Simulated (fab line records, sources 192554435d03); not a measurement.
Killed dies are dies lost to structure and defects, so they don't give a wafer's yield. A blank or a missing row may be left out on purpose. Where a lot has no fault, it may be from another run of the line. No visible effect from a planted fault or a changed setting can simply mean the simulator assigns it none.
Struck lot and sound lot, side by side | flow n5-finfet | 27 steps out of a route of 1938
Sound: the wafers L993.1, L993.3, L993.4. Wafers L103.2, L103.4, L103.6 were the ones struck. At the end, the cause is stated.
For every step that has rows: the tool of each side, followed by ch and its chambers, followed by its first start. Under that, the readings that differ: sound wafers | struck wafers | difference of the means | sigmas: that difference in standard deviations of wafers without a fault.
alike: readings whose means differ by less than 2 such deviations, and words and numbers that are the same on both sides. not compared: withheld readings, readings that some wafer has no value for, bounds like >300 that may hide the same value, and numbers for which the record gives no deviation and whose values overlap.
The two part at a step that has a row with sigmas, a row that says differs or no value, or rows on one side only. Numbers that have no deviation but don't overlap get no sigmas and don't part them. A reading missing from all wafers of one side parts the sides only when that side holds two or more wafers.

first, 10 steps without rows for these wafers: N5_BEOL_M1_DESCUM_16 (chemistry O2, time 7 s); N5_BEOL_M1_ETCH_74 (etches underlayer in N2/H2, target depth 6.5 nm, time 5.2 s); N5_BEOL_M1_ETCH_63 (etches SiARC in CF4, target depth 15.6 nm, time 26 s); N5_BEOL_M1_ETCH_64 (etches SOC in N2/H2, target depth 75 nm, overetch 15 nm, time 112.5 s); N5_BEOL_M1_STRIP_65 (strips in N2/H2); N5_BEOL_M1_STRIP_75 (strips in N2/H2); N5_BEOL_M1_STRIP_66 (strips in CF4); N5_BEOL_M1_HM_OPEN_17 (chemistry Cl2/BCl3, target TiN, target depth 20 nm, overetch 6 nm); N5_BEOL_M1_STRIP_19 (strips in O2); N5_BEOL_M1_COAT_67 (time 60 s, resist thk 60 nm).
N5_BEOL_M1_COAT_68: time 60 s, resist thk 12 nm.
  sound on litho-track-01 ch 0, day 6 21:33; struck on litho-track-01 ch 0, day 8 13:13
  reading                                    | sound                | struck               | difference | sigmas
  spin-speed-rpm (rpm)                       | 1501.4 1498.8 1499.4 | 1321.4 1320.3 1321.8 | -178.7     | -99 or more
  model.SiARC_of_BEOL_M1_COAT_68.thk-nm (nm) | 12 12 12             | 12.8 12.8 12.8       | +0.8       |
  alike: exhaust-pa
then, 9 steps without rows for these wafers: N5_BEOL_M1_COAT_76 (time 60 s, resist thk 5 nm); N5_BEOL_M1_COAT_22 (resist thk 30 nm); N5_BEOL_M1_EBR_24; N5_BEOL_M1_SOFTBAKE_23 (time 60 s); N5_BEOL_M1_EXPOSE_25 (exposes mask V0, defocus 5 nm, target cd 24 nm); N5_BEOL_M1_PEB_26 (peb time 60 s); N5_BEOL_M1_DEVELOP_27 (develop time 30 s); N5_BEOL_M1_DESCUM_33 (chemistry O2, time 7 s); N5_BEOL_M1_ETCH_77 (etches underlayer in N2/H2, target depth 6.5 nm, time 5.2 s).
N5_BEOL_M1_ETCH_69: etches SiARC in CF4, target depth 15.6 nm, time 26 s.
  sound on rie-diel-04 ch 1,2,3, day 6 22:01; struck on rie-diel-03 ch 0,1,3, day 8 13:40
  reading                                      | sound          | struck            | difference | sigmas
  etch-rf-on-time-s (s)                        | 26.3 26.1 26.7 | 27.4 28.3 27.9    | +1.5       | +4
  model.etch.depth-nm (nm)                     | 12.03 12.04 12 | 12.82 12.83 12.83 | +0.80      |
  model.CAR-EUV_of_BEOL_M1_COAT_22.thk-nm (nm) | 11.2 11.2 11.2 | 10.4 10.4 10.4    | -0.8       |
  alike: drypump-motor-current-A, oes-product-au, rf-fwd-power-W, rf-vpp-V, showerhead-plenum-p-Torr, throttle-valve-pct
  not compared: rf-hours-counter-h
then, 1 step without rows for these wafers: N5_BEOL_M1_ALD_98 (deposits SiO2, target thk 2.5 nm, pulse time 1 s, co reactant pulse time 1 s).
N5_BEOL_M1_ETCHBACK_99: etches SiO2 in CHF3, target depth 5 nm, time 10.4 s.
  sound on rie-diel-04 ch 1,2,3, day 7 02:03; struck on rie-diel-04 ch 1,2, day 8 13:53
  reading                                      | sound          | struck      | difference | sigmas
  model.CAR-EUV_of_BEOL_M1_COAT_22.thk-nm (nm) | 10.6 10.4 10.6 | 9.8 9.6 9.8 | -0.8       |
  alike: drypump-motor-current-A, oes-product-au, rf-fwd-power-W, rf-vpp-V, showerhead-plenum-p-Torr, throttle-valve-pct
  not compared: rf-hours-counter-h
N5_BEOL_M1_ETCH_70: etches SOC in N2/H2, target depth 80 nm, overetch 16 nm, time 120 s.
  sound on rie-diel-04 ch 1,2,3, day 7 02:05; struck on rie-diel-04 ch 1,2, day 8 13:55
  reading                                    | sound       | struck    | difference | sigmas
  model.SiARC_of_BEOL_M1_COAT_68.thk-nm (nm) | 6.4 6.2 6.4 | 7 7.4 7.4 | +1         |
  alike: drypump-motor-current-A, oes-product-au, rf-fwd-power-W, rf-vpp-V, showerhead-plenum-p-Torr, throttle-valve-pct
  not compared: rf-hours-counter-h
then, 1 step without rows for these wafers: N5_BEOL_M1_STRIP_71 (strips in N2/H2).
-- the record jumps here: 2 days lie between the struck wafers' starts before and after (it left off in module BEOL_M1 and takes up again in module BEOL_M4, whose first step shown is number 1111 of the route) --
N5_BEOL_M4_RC_MEAS_101:
  sound on prober-02 ch 0, day 8 14:50; struck on prober-01 ch 0, day 10 14:01
  alike: DIBL_N, DIBL_P, IOFF_N, IOFF_P, ION_N, ION_P, SS_N, SS_P, VT_N, VT_P
after that, 1 step had no rows for these wafers: N5_PASSIVATION_PROBE_49.

== WHERE THEY PART ==
First at N5_BEOL_M1_COAT_68; last, within this record, at N5_BEOL_M1_ETCH_69. Later steps at which nothing parts them and some readings are alike: N5_BEOL_M1_ETCHBACK_99, N5_BEOL_M1_ETCH_70, N5_BEOL_M4_RC_MEAS_101.

WHY: what had been put in by the simulator
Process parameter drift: litho-track-01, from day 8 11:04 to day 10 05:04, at N5_BEOL_M1_COAT_68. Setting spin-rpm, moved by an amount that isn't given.
